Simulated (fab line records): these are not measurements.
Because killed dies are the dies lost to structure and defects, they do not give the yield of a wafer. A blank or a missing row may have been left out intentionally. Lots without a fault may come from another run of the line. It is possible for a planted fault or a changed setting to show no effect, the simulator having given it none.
Chamber matching / flow n5Finfet / 4 sister chambers for N5_DUMMY_GATE_ETCH_23 on rieSi-06
The step etches poly-Si in HBr/Cl2/O2, target depth 41 nm, time 22.3 s. 4 wafers are shown with their chamber, then 8 later ones without.

== EACH WAFER AND ITS CHAMBER ==
wafer=L082.6; chamber=1; throttleValvePct (%)=37.1
wafer=L085.5; chamber=0; throttleValvePct (%)=37.9
wafer=L085.6; chamber=3; throttleValvePct (%)=37.2
wafer=L091.1; chamber=2; throttleValvePct (%)=37.8

== WAFERS WITHOUT THEIR CHAMBER ==
wafer=L091.4; throttleValvePct (%)=37.2
wafer=L091.5; throttleValvePct (%)=37.7
wafer=L096.3; throttleValvePct (%)=37.2
wafer=L096.4; throttleValvePct (%)=37.9
wafer=L096.5; throttleValvePct (%)=37.2
wafer=L097.2; throttleValvePct (%)=37.9
wafer=L097.4; throttleValvePct (%)=37.8
wafer=L097.5; throttleValvePct (%)=37.9

== EACH ONE'S CHAMBER ==
wafer=L091.4; from the rows above=3; in truth=3
wafer=L091.5; from the rows above=2; in truth=2
wafer=L096.3; from the rows above=3; in truth=3
wafer=L096.4; from the rows above=0; in truth=0
wafer=L096.5; from the rows above=3; in truth=3
wafer=L097.2; from the rows above=0; in truth=0
wafer=L097.4; from the rows above=2; in truth=2
wafer=L097.5; from the rows above=0; in truth=0
Correctly placed: 8 of 8. Not placeable from these rows: 0. Number placed wrongly: 0.
How it was worked out, from the rows above alone: a wafer's distance from a chamber is the root of the sum, over the readings, of the square of ((its reading less the chamber's mean) divided by the reading's scatter). If the next closest chamber is less than 2 further off than the closest, the wafer can't be placed; otherwise it belongs to the closest. For every chamber, the mean is computed from those of its wafers that are shown. The scatter: with one shown wafer a chamber, the root of the mean of the squares of how far each hidden wafer lies from its nearest shown one.
